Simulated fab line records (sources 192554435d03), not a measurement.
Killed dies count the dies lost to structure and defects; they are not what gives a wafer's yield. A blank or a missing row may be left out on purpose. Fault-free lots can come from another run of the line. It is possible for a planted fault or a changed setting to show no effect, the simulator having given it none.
Split-lot experiment	flow n5 finfet	21 wafers read from 7 lots, route of 1938 steps

== THE SPLIT ITSELF ==
At N5_BEOL_M10_TRENCH_ETCH_37 (etches SiCOH lowk in C4F6/O2, target depth 148.83 nm, time 48 s), the setting source w was moved away from the recipe's 345 W on 4 of the 21 wafers read, by -17.6% to +14.1%. The other wafers ran this setting at the recipe's value.

== FROM THE SPLIT TO THE READING: what the file shows between them, 11 steps ==
- N5_BEOL_M10_ETCH_41: etches SiCN in CH3F/O2, target depth 42.6 nm, time 86 s
- N5_BEOL_M10_STRIP_77: strips in N2/H2, time 10 s
- N5_BEOL_M10_OCD_MEAS_38
- N5_BEOL_M10_HM_STRIP_39: strips TiN in peroxide tin strip, target depth 25 nm, time 158 s
- N5_BEOL_M10_SRD_40: time 30 s
- N5_BEOL_M10_ECD_50: material Cu, target thk 318 nm
- N5_BEOL_M10_ANNEAL_51: time 90 s
- N5_BEOL_M10_CMP_52: polishes, stops on SiCOH lowk, t overpolish 7 s, target thk 140 nm
- N5_BEOL_M10_THK_MEAS_53: measures by xrf
- N5_BEOL_M10_PRE_CLEAN_55: time 15 s
- N5_BEOL_M10_DEP_56: deposits SiCN from 3MS/NH3, target thk 15 nm, time 26.5 s

== THE READING ==
At N5_BEOL_M10_RS_MEAS_57, a four-point-probe measurement gives M10_RS in ohm/sq. Typical for fault-free wafers on this fab line: 0.150 ohm/sq, with standard deviation 0.0031 ohm/sq.

wafer	tool, chamber at the split	source w as run, W	against the recipe	M10_RS, ohm/sq	against lot-mates on the recipe
L074.3	rie diel-03, 0	345	recipe	0.150	-
L074.4	rie diel-03, 1	345	recipe	0.146	-
L074.6	rie diel-03, 3	345	recipe	0.151	-
L078.1	rie diel-06, 0	345	recipe	0.151	-
L078.2	rie diel-06, 3	345	recipe	0.148	-
L078.4	rie diel-06, 2	345	recipe	0.146	-
L083.4	rie diel-06, 1	345	recipe	0.149	-
L083.5	rie diel-06, 0	345	recipe	0.149	-
L083.6	rie diel-06, 1	345	recipe	0.147	-
L089.2	rie diel-06, 1	345	recipe	0.149	-
L089.3	rie diel-06, 2	284.4	-17.6%	0.161	+0.012
L089.4	rie diel-06, 3	284.4	-17.6%	0.159	+0.010
L087.2	rie diel-03, 0	345	recipe	0.151	-
L087.3	rie diel-03, 1	345	recipe	0.147	-
L087.6	rie diel-03, 0	345	recipe	0.150	-
L091.2	rie diel-06, 1	345	recipe	0.150	-
L091.3	rie diel-06, 0	345	recipe	0.153	-
L091.4	rie diel-06, 3	363.2	+5.3%	0.146	-0.006
L096.1	rie diel-06, 1	345	recipe	0.150	-
L096.4	rie diel-06, 2	345	recipe	0.150	-
L096.6	rie diel-06, 2	393.6	+14.1%	0.141	-0.009

FIT RESULTS
A straight line over all 21 wafers: M10_RS changes by -0.000606 ohm/sq for each +1% of source w; r = -0.91; the points scatter about the line by 0.0018 ohm/sq.
The same after taking each lot's own level away (the mean of its wafers on the recipe; 21 wafers): -0.000645 ohm/sq for each +1%; r = -0.94; scatter 0.0016 ohm/sq.
According to that fit, moving source w by its largest amount changes the reading by 0.011 ohm/sq.
From 0.1483 to 0.1515 ohm/sq: that is the span of the lots' own levels, equal to 1.0 times the standard deviation above.
Consequently the slope shifts little with the lot-to-lot level, the two slopes agreeing.
Check: for one of the wafers moved furthest among these (-17.6%), held out of the fit, the line's prediction against its lot-mates is +0.0107 ohm/sq. It came out at +0.012 ohm/sq against them.

== THE WHOLE CHAIN: every reading that the file lists as answering this split, in the file's order ==
step	what it does	reading	change (the file's fit)	r (the file's)
N5_BEOL_M10_TRENCH_ETCH_37	etches SiCOH lowk in C4F6/O2, target depth 148.83 nm, time 48 s	etch.depth nm (the simulator's own value, which no gauge read)	+0.538 nm for each +1% of the setting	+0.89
N5_BEOL_M10_TRENCH_ETCH_37	etches SiCOH lowk in C4F6/O2, target depth 148.83 nm, time 48 s	BEOL_M10.feature depth nm (the simulator's own value, which no gauge read)	+0.538 nm for each +1% of the setting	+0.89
N5_BEOL_M10_OCD_MEAS_38		trench depth nm	+0.501 nm for each +1% of the setting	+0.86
N5_BEOL_M10_CMP_52	polishes, stops on SiCOH lowk, t overpolish 7 s, target thk 140 nm	Cu_of_BEOL_M10_ECD_50.thk nm (the simulator's own value, which no gauge read)	+0.566 nm for each +1% of the setting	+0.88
N5_BEOL_M10_THK_MEAS_53	measures by xrf	M10_THK	+0.562 for each +1% of the setting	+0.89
N5_BEOL_M10_RS_MEAS_57	measures by four-point-probe	M10_RS	-0.000671 for each +1% of the setting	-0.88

== FILE'S OWN FIT ==
M10_RS changes by -0.000671 ohm/sq for each +1% of source w, r = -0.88.
